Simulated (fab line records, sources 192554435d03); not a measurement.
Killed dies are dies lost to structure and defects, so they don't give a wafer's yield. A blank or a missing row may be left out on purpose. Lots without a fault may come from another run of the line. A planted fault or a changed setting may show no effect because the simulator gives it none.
fab line records | flow n5_finfet
record lots=4 wafers=12 last_day=21
route steps=1938 shown ZERO_LAYER@5 WELL_APT@20 BEOL_M4@1111 PASSIVATION@1936
lots that met no fault: from a run of the same line without faults
start_h: hours from the record's first day to the start of the lot's first wafer shown | wait_h: hours since the lot's step before | " the same as in the row above | L1.1+2: a row that stands for several wafers | - no value, or no start given | * or withheld: withheld | < > ~ a bound
route shown NAME@n: a module of which the file shows steps, and the number in the route of the first | usual: mean/standard deviation of fault-free wafers | same: alike in all rows | chamber/n: place in a boat | sites: the reading at each site | _std_site: their standard deviation | _edge_site: outer sites' mean less inner sites' | radius_mm: how far each site lies from the wafer's centre | mask NAME#n: copy n | behind: the tool/chamber that last shaped the wafer | hold: why the lot was held/for how many hours/how that ended | device: the transistor (n, p or np) that didn't switch | end of line: the same wafers' tests at the end of the route | a step without rows: its recipe alone | killed: dies lost to structure and defects at the first sort, not the wafer's yield | map: a wafer's dies, x killed, . not, _ none there
set.NAME: the setting as run; set.NAME@STEP: as run at that earlier step | model.NAME: the simulator's own value behind a step, which no gauge read
lots at some steps of the route; a table a step, a row a wafer
## steps
# step N5_ZERO_LAYER_HMDS_04
# recipe time_s=60 temp_c=120
# step N5_ZERO_LAYER_COAT_05
# recipe spin_rpm=1500 resist_thk_nm=1000
# step N5_ZERO_LAYER_EBR_07
# recipe solvent=PGMEA ebr_width_mm=1.5
# step N5_ZERO_LAYER_SOFTBAKE_06
# recipe temp_c=100 time_s=90
# step N5_ZERO_LAYER_EXPOSE_08
# recipe mask_id=ZERO na=0.55 source_shape=conventional sigma_outer=0.8 polarization=unpolarized defocus_nm=0 target_cd_nm=2000 dose_mj=16.2
# step N5_ZERO_LAYER_PEB_09
# recipe peb_temp_c=withheld peb_time_s=*
# step N5_ZERO_LAYER_DEVELOP_10
# recipe develop_time_s=60 rinse_liquid=diw dry=air_spin dev_temp_c=21
# step N5_ZERO_LAYER_HARDBAKE_23
# recipe temp_c=130 time_s=120
# step N5_ZERO_LAYER_DESCUM_16
# recipe chemistry=O2 time_s=7.9 source_power_w=50 bias_power_w=20 pressure_mtorr=20 rf_frequency_hz=2.712e+07 temp_c=40 o2_flow_sccm=225
# step N5_ZERO_LAYER_ETCH_17
# recipe chemistry=CF4 target=SiO2 target_depth_a=120 time_s=13.3 ion_energy_ev=350 pressure_mtorr=40 source_w=450 bias_w=215 Ar_flow_sccm=100 cf4_flow_sccm=100
# step N5_ZERO_LAYER_ETCH_18
# recipe chemistry=HBr/Cl2 target=Si target_depth_a=1200 time_s=40 pressure_mtorr=10 icp_w=800 bias_w=75 HBr_flow_sccm=150 Cl2_flow_sccm=80
# step N5_ZERO_LAYER_STRIP_24
# recipe chemistry=O2 power_w=1000 temp_c=250 overash_fraction=0.3 pressure_mtorr=1000 o2_flow_sccm=6750
# usual drypump_motor_current_A=6.2/0.33 heater_power_w=302/16 oes_product_au=0.647/0.0043 strip_time_to_endpoint_s=43.88/0.14
# same overash_fraction=0.3
# columns lot.wafer tool chamber start_h wait_h drypump_motor_current_A heater_power_w oes_product_au rf_hours_counter_h strip_time_to_endpoint_s
L819.1 plasma_asher-01 0 49.21 0.1 6.6 309 0.647 86 43.81
L819.3 " 0 " " 6.6 293 0.648 - 43.85
L819.6 " 0 " " 6.6 307 0.644 - 43.74
L826.3 plasma_asher-01 0 90.91 0.1 6.6 306 0.656 - 44.07
L826.4 " 1 " " 5.8 323 0.649 - 43.96
L826.5 " 1 " " 5.7 328 0.645 - 43.99
L830.1 plasma_asher-01 0 115.02 0.1 6.6 307 0.648 100 43.77
L830.2 " 1 " " 5.7 333 0.647 100 43.73
L830.6 " 0 " " 6.6 304 0.643 - 43.71
L833.1 plasma_asher-02 1 133.02 0.1 6.3 289 0.647 41 43.85
L833.5 " 0 " " 5.9 286 0.652 - 43.92
L833.6 " 1 " " 6.3 293 0.649 - 43.86
# step N5_ZERO_LAYER_STRIP_19
# recipe chemistry=SPM time_s=900 temp_c=130 h2so4_h2o2_vol_ratio=4 dry=ipa_marangoni
# step N5_ZERO_LAYER_INSPECT_20
# recipe inspect_instrument=darkfield mode=post_clean
# usual raw_defect_count=33/13
# columns lot.wafer tool chamber start_h wait_h raw_defect_count
L819.1 defect_inspect-02 - 49.57 0.0 29
L819.3 " - " " 34
L819.6 " - " " 29
L826.3 defect_inspect-01 - 91.26 0.0 773
L826.4 " - " " 61
L826.5 " - " " 35
L830.1 defect_inspect-02 - 115.38 0.0 824
L830.2 " - " " 25
L830.6 " - " " 814
L833.1 defect_inspect-01 - 133.38 0.0 38
L833.5 " - " " 27
L833.6 " - " " 18
# step N5_WELL_APT_HMDS_01
# recipe time_s=60 temp_c=120
# step N5_WELL_APT_COAT_02
# recipe spin_rpm=1357 resist_thk_nm=950
# step N5_WELL_APT_EBR_04
# recipe solvent=PGMEA ebr_width_mm=1.5
# step N5_WELL_APT_SOFTBAKE_03
# recipe temp_c=130 time_s=60
# step N5_WELL_APT_EXPOSE_05
# recipe mask_id=NWELL na=0.8 source_shape=conventional sigma_outer=0.8 polarization=unpolarized defocus_nm=0 target_cd_nm=200 dose_mj=20.3
# step N5_WELL_APT_PEB_06
# recipe peb_temp_c=130 peb_time_s=90
# step N5_WELL_APT_DEVELOP_07
# recipe develop_time_s=45 rinse_liquid=surfactant_rinse dry=air_spin dev_temp_c=21
# step N5_WELL_APT_HARDBAKE_12
# recipe temp_c=130 time_s=120
# step N5_WELL_APT_INSPECT_10
# recipe mode=adi inspect_instrument=macro
# usual raw_defect_count=2.0/1.6
# columns lot.wafer tool chamber start_h wait_h raw_defect_count
L819.1 defect_inspect-01 - 50.05 0.0 2
L819.3 " - " " 2
L819.6 " - " " 6
L826.3 defect_inspect-01 - 91.61 0.0 >300
L826.4 " - " " 1
L826.5 " - " " 1
L830.1 defect_inspect-01 - 115.87 0.0 >300
L830.2 " - " " 1
L830.6 " - " " >300
L833.1 defect_inspect-02 - 133.86 0.0 2
L833.5 " - " " 6
L833.6 " - " " 0
# step N5_WELL_APT_DESCUM_13
# recipe chemistry=O2 time_s=7.9 source_power_w=50 bias_power_w=20 pressure_mtorr=20 rf_frequency_hz=2.712e+07 temp_c=40 o2_flow_sccm=225
# step N5_WELL_APT_IMPLANT_14
# recipe species=P energy_kev=160 dose_cm2=1.5e+13 tilt_deg=0 rotation_deg=0
# step N5_WELL_APT_IMPLANT_15
# recipe species=As energy_kev=25 dose_cm2=1.5e+13 tilt_deg=0 rotation_deg=0
# step N5_WELL_APT_STRIP_16
# recipe chemistry=SPM time_s=900 temp_c=130 h2so4_h2o2_vol_ratio=4 dry=ipa_marangoni
# step N5_WELL_APT_HMDS_18
# recipe time_s=60 temp_c=120
# step N5_WELL_APT_COAT_19
# recipe spin_rpm=1357 resist_thk_nm=950
# step N5_WELL_APT_EBR_21
# recipe solvent=PGMEA ebr_width_mm=1.5
# step N5_WELL_APT_SOFTBAKE_20
# recipe temp_c=130 time_s=60
# step N5_WELL_APT_EXPOSE_22
# recipe mask_id=PWELL na=0.8 source_shape=conventional sigma_outer=0.8 polarization=unpolarized defocus_nm=0 target_cd_nm=200 dose_mj=23.2
# step N5_WELL_APT_PEB_23
# recipe peb_temp_c=130 peb_time_s=90
# step N5_WELL_APT_DEVELOP_24
# recipe develop_time_s=45 rinse_liquid=surfactant_rinse dry=air_spin dev_temp_c=21
# step N5_WELL_APT_HARDBAKE_29
# recipe temp_c=130 time_s=120
# step N5_WELL_APT_INSPECT_27
# recipe mode=adi inspect_instrument=macro
# usual raw_defect_count=2.2/1.4
# columns lot.wafer tool chamber start_h wait_h raw_defect_count
L819.1 defect_inspect-02 - 51.52 0.0 2
L819.3 " - " " 3
L819.6 " - " " 2
L826.3 defect_inspect-02 - 92.77 0.0 >300
L826.4 " - " " 2
L826.5 " - " " 3
L830.1 defect_inspect-02 - 118.05 0.0 >300
L830.2 " - " " 4
L830.6 " - " " >300
L833.1 defect_inspect-02 - 135.25 0.0 8
L833.5 " - " " 1
L833.6 " - " " 1
# step N5_WELL_APT_DESCUM_30
# recipe chemistry=O2 time_s=7.9 source_power_w=50 bias_power_w=20 pressure_mtorr=20 rf_frequency_hz=2.712e+07 temp_c=40 o2_flow_sccm=225
# step N5_WELL_APT_INSPECT_38
# recipe inspect_instrument=darkfield mode=post_epi
# usual raw_defect_count=13/5.1
# columns lot.wafer tool chamber start_h wait_h raw_defect_count
L819.1 defect_inspect-01 - 53.19 0.5 16
L819.3 " - " " 7
L819.6 " - " " 19
L826.3 defect_inspect-02 - 94.67 0.3 776
L826.4 " - " " 13
L826.5 " - " " 15
L830.1 defect_inspect-02 - 119.95 0.7 777
L830.2 " - " " 15
L830.6 " - " " 782
L833.1 defect_inspect-02 - 137.22 0.7 16
L833.5 " - " " 32
L833.6 " - " " 12
# step N5_BEOL_M4_RC_MEAS_101
# usual DIBL_N=36.1/2.3 DIBL_P=36/3.2 IOFF_N=0.16/0.045 IOFF_P=0.21/0.049 ION_N=674/14 ION_P=462/8.4 SS_N=71.6/0.83 SS_P=73.2/0.87 VT_N=249/3.8 VT_P=-250/3.4
# columns lot.wafer tool chamber start_h wait_h DIBL_N[mV/V] DIBL_P[mV/V] IOFF_N[nA/um] IOFF_P[nA/um] ION_N[uA/um] ION_P[uA/um] SS_N[mV/dec] SS_P[mV/dec] VT_N[mV] VT_P[mV]
L819.1 prober-02 0 277.54 0.0 35.4 34 0.16 0.17 680 456 71.3 72.7 249 -253
L819.3 " 0 " " 34.4 35 0.15 0.20 681 465 70.9 72.7 247 -251
L819.6 " 0 " " 34.6 35 0.14 0.18 670 453 71.6 72.9 248 -253
L826.3 prober-02 0 345.12 0.3 35.7 35 0.15 0.21 677 469 71.4 73.9 248 -246
L826.4 " 0 " " 35.0 34 0.14 0.19 658 451 71.9 72.7 248 -251
L826.5 " 0 " " 35.6 35 0.14 0.22 662 462 72.0 74.3 248 -250
L830.1 prober-01 0 354.89 0.0 36.6 38 0.16 0.21 665 455 72.2 73.6 249 -253
L830.2 " 0 " " 37.1 39 0.17 0.21 666 450 72.2 74.7 248 -253
L830.6 " 0 " " 36.1 38 0.17 0.19 683 466 72.7 73.5 247 -255
L833.1 prober-02 0 358.67 0.0 37.4 39 0.19 0.23 695 472 72.0 74.2 244 -251
L833.5 " 0 " " 40.1 41 0.24 0.29 685 475 72.7 74.1 244 -246
L833.6 " 0 " " 37.9 39 0.18 0.22 685 469 72.5 73.3 247 -252
# step N5_PASSIVATION_PROBE_49
# usual defect_limited_yield=90.9/1.6 killed_at_M0_to_M3=37/11 killed_at_M4_up=15/5.6 killed_at_contacts=13/6.4 killed_at_front_end=39/11 killed_at_other=4/3.1 killed_dies=107/19 killed_on_rim=14/4.3 killed_open=71/14 killed_short=34/7.8 sort_bin_5_function=5.3/1 sort_bin_6_memory=3.4/0.72 sort_n_pass=1072/20 sort_yield_pct=90.9/1.7
# same gross_dies=1180 killed_at_back_side=0 sort_bin_4_leakage[%]=0 sort_bin_8_speed[%]=0
# columns lot.wafer tool chamber start_h wait_h defect_limited_yield[%] killed_at_M0_to_M3 killed_at_M4_up killed_at_contacts killed_at_front_end killed_at_other killed_dies killed_on_rim killed_open killed_short sort_bin_5_function[%] sort_bin_6_memory[%] sort_n_pass sort_yield_pct[%]
L826.3 prober-01 - 468.03 0.1 86.2 33 1 18 105 6 163 26 56 26 7.7 3.5 1017 86.2
L826.4 prober-01 - 468.08 0.2 91.9 45 9 16 24 2 96 16 58 35 4.2 3.7 1084 91.9
L826.5 prober-01 - 468.13 0.2 89.5 58 7 27 24 8 124 14 84 38 6.4 4.0 1056 89.5
L830.1 prober-01 - 473.83 0.0 84.5 31 8 19 123 2 183 25 60 33 9.2 4.1 997 84.5
L830.2 prober-01 - 473.88 0.1 91.1 30 14 6 47 8 105 13 61 38 5.2 3.4 1075 91.1
L830.6 prober-01 - 474.08 0.3 84.0 21 23 12 125 8 189 29 73 25 9.2 4.3 991 84.0
L833.1 prober-01 - 496.17 0.0 90.3 37 13 8 51 6 115 12 70 42 5.6 3.6 1065 90.3
L833.5 prober-01 - 496.37 0.2 91.4 40 8 11 37 5 101 16 70 30 5.3 3.1 1079 91.4
L833.6 prober-01 - 496.42 0.3 89.7 60 13 7 40 2 122 10 65 53 6.9 2.9 1058 89.7
# killed by level:class
L826.3 ZERO_LAYER:unspecified=81 MOL_CONTACT_COAG:geometric_particle:open=14 BEOL_M0_SAQP:geometric_particle:open=10 STI_FIN_REVEAL:geometric_particle:open=8 BEOL_M1:geometric_particle:open=7 BEOL_M2:geometric_particle:open=7 BEOL_M0_SAQP:geometric_particle:short=6 GATE_CUT:geometric_particle:short=4
L826.4 BEOL_M0_SAQP:geometric_particle:open=13 BEOL_M0_SAQP:geometric_particle:short=12 MOL_CONTACT_COAG:geometric_particle:open=11 GATE_CUT:geometric_particle:short=6 BEOL_M3:geometric_particle:open=6 STI_FIN_REVEAL:geometric_particle:open=5 MOL_CONTACT_COAG:geometric_particle:short=4 BEOL_M1:geometric_particle:open=4
L826.5 BEOL_M0_SAQP:geometric_particle:open=23 MOL_CONTACT_COAG:geometric_particle:open=21 BEOL_M1:geometric_particle:open=11 BEOL_M3:geometric_particle:open=10 BEOL_M0_SAQP:geometric_particle:short=8 MIM_TOP:geometric_particle:short=7 STI_FIN_REVEAL:geometric_particle:open=6 GATE_CUT:geometric_particle:short=5
L830.1 ZERO_LAYER:unspecified=89 MOL_CONTACT_COAG:geometric_particle:open=13 FIN_SAQP:geometric_particle:open=10 BEOL_M0_SAQP:geometric_particle:short=8 STI_FIN_REVEAL:geometric_particle:open=7 MOL_CONTACT_COAG:geometric_particle:short=6 BEOL_M0_SAQP:geometric_particle:open=6 BEOL_M2:geometric_particle:open=6
L830.2 BEOL_M3:geometric_particle:open=8 FIN_SAQP:geometric_particle:short=7 FIN_SAQP:geometric_particle:open=6 ILD0:geometric_particle:open=5 DUMMY_GATE:geometric_particle:short=4 DUMMY_GATE:geometric_particle:open=4 BEOL_M0_SAQP:geometric_particle:open=4 BEOL_M0:geometric_particle:open=4
L830.6 ZERO_LAYER:unspecified=87 MOL_CONTACT_COAG:geometric_particle:open=12 BEOL_M4:geometric_particle:open=11 FIN_SAQP:geometric_particle:open=9 STI_FIN_REVEAL:geometric_particle:open=9 GATE_CUT:geometric_particle:short=8 BEOL_M0_SAQP:geometric_particle:open=8 BEOL_M3:geometric_particle:open=5
L833.1 STI_FIN_REVEAL:geometric_particle:open=11 FIN_SAQP:geometric_particle:short=9 FIN_SAQP:geometric_particle:open=9 BEOL_M2:geometric_particle:short=8 BEOL_M4:geometric_particle:open=8 BEOL_M1:geometric_particle:open=6 BEOL_M2:geometric_particle:open=6 BEOL_M3:geometric_particle:open=6
L833.5 STI_FIN_REVEAL:geometric_particle:open=11 BEOL_M3:geometric_particle:open=10 BEOL_M0_SAQP:geometric_particle:short=7 BEOL_M0_SAQP:geometric_particle:open=6 BEOL_M1:geometric_particle:open=6 FIN_SAQP:geometric_particle:open=5 MOL_CONTACT_COAG:geometric_particle:open=5 MOL_CONTACT_COAG:geometric_particle:short=5
L833.6 BEOL_M0_SAQP:geometric_particle:short=13 BEOL_M3:geometric_particle:open=12 GATE_CUT:geometric_particle:short=8 BEOL_M2:geometric_particle:short=8 STI_FIN_REVEAL:geometric_particle:open=7 FIN_SAQP:geometric_particle:open=6 FIN_SAQP:geometric_particle:short=6 BEOL_M3:geometric_particle:short=6
# map L826.3 (x killed, . not)
_________________x.xxxxxxxxxx________________
______________x..xxxxxxxxxxxxxx._____________
___________.....xxxxxxxxxxxxxxxx...__________
__________........x.xxxxxxxxxxx.x..._________
________...........xxxxxxxxxxxx.....x._______
_______...........xx.xxxxxxxxx......x..______
______.................xx.xx..x........._____
_____.....................x...x..........____
____.....x..........x..x.............x....___
___..x.....xx......x.......................__
___........x...........x............x..x..x__
__.......................x.................._
__..x............................x...x......_
_.....................x....x....x...x.x......
_..x....x...................x...............x
_..x...x...................................x.
_................x...........................
_..............x....................x.....x..
_.......x....x...........x.....x.............
_.......x.....x............x.................
_.....x...................xx..xx.x..........x
__.x.......................x.............x.x_
__........................................x._
___...x.....x...x..........................__
___....x.............................x.....__
____...........x..........................___
_____..x...x........x.........x.....x....____
______x..............x.....x.x.........._____
_______..x..x.............x............______
________.............................._______
__________x....................x...._________
___________........x..xx...........__________
______________..x..............._____________
_________________............________________
# map L830.6 (x killed, . not)
_________________.xxxxxxxxxxx________________
______________x...xxxxxxxxxxxxxx_____________
___________.....x.xxxxxxxxxxxx.xx..__________
__________..x.x....xxxxxxxxxxxxx.x.._________
________xx..x.......xxxxxxxxxxx..x...._______
_______..x.x......x.xxxxxxxxxxxx.......______
______.....xx....x...xxxxxxxx..........._____
_____.....x..x.x.......x....x......x.....____
____................xx..........x....x....___
___.x..............x.........x...........x.__
___.....x.x.........x......x..x.......x....__
__.........................................._
__.................x........................_
_..x............x.......x.................x..
_.......x..............x.........x.x.........
_.........x...x.....................x.x......
_.......x...............xx......xxx..........
_................x....x.................x....
_.x.......................................x..
_...........xx.x......x.....x................
_............x...............................
__.....................xx..........x......x._
__................................x....x...._
___...x....................................__
___..x..x...x.x.........x.x.....x..........__
____....x...........................x.....___
_____..............x.x.......x...xx......____
______x..............x.................._____
_______x.............x.........x.......______
________......x......x................_______
__________.....x..........x.x......._________
___________...xx..........x..x.....__________
______________.......xx........._____________
_________________.x.xx......x________________
## key
first_sign step=N5_ZERO_LAYER_INSPECT_20 reading=raw_defect_count direction=up sigmas=59 usual=33 struck=804
effect step=N5_WELL_APT_INSPECT_10 reading=raw_defect_count direction=up sigmas=99+ usual=2.0 struck=>300
effect step=N5_WELL_APT_INSPECT_27 reading=raw_defect_count direction=up sigmas=99+ usual=2.2 struck=>300
effect step=N5_WELL_APT_INSPECT_38 reading=raw_defect_count direction=up sigmas=99+ usual=13 struck=778
effect step=N5_PASSIVATION_PROBE_49 reading=killed_at_front_end direction=up sigmas=7.1 usual=39 struck=118
more_kills_born_at N5_ZERO_LAYER_STRIP_24@plasma_asher-01=257
met_at N5_ZERO_LAYER_STRIP_24
struck_wafers L826.3,L830.1,L830.6
onset_between 49.21 90.91
fault kind=chamber_particle_source tool=plasma_asher-01 chamber=0 onset_h=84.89 steps=N5_ZERO_LAYER_STRIP_24 rate_per_visit_cm2=1.2084 end_h=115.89
